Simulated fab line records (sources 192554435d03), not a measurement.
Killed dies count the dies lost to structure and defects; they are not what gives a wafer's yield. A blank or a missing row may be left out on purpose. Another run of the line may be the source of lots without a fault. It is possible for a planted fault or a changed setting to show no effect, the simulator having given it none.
Chamber matching | flow n5 finfet | 3 sister chambers for N5_MOL_CONTACT_COAG_ETCH_110 on rie diel-03
The step etches Si in CF4/O2, target depth 2.5 nm, time 8 s. 3 wafers are shown with their chamber, then 6 later ones without.

== WAFERS WITH THEIR CHAMBER ==
wafer  | chamber | showerhead plenum p Torr (Torr)
L089.2 | 3       | 2.14
L090.2 | 0       | 2.32
L090.3 | 1       | 2.24

== WAFERS WITHOUT THEIR CHAMBER ==
wafer  | showerhead plenum p Torr (Torr)
L090.6 | 2.32
L093.1 | 2.24
L093.2 | 2.31
L093.5 | 2.31
L097.4 | 2.31
L097.5 | 2.23

== WHICH CHAMBER EACH ONE RAN IN ==
wafer  | from the rows above | in truth
L090.6 | 0                   | 0
L093.1 | 1                   | 1
L093.2 | 0                   | 0
L093.5 | 0                   | 0
L097.4 | 0                   | 0
L097.5 | 1                   | 1
Placed correctly: 6 of 6. From these rows, 0 cannot be placed. Number placed wrongly: 0.
How it was worked out, from the rows above alone: a wafer's distance from a chamber is the root of the sum, over the readings, of the square of ((its reading less the chamber's mean) divided by the reading's scatter). If the next closest chamber is less than 2 further off than the closest, the wafer can't be placed; otherwise it belongs to the closest. A chamber's mean is the mean of its shown wafers. The scatter: with one shown wafer a chamber, the root of the mean of the squares of how far each hidden wafer lies from its nearest shown one.
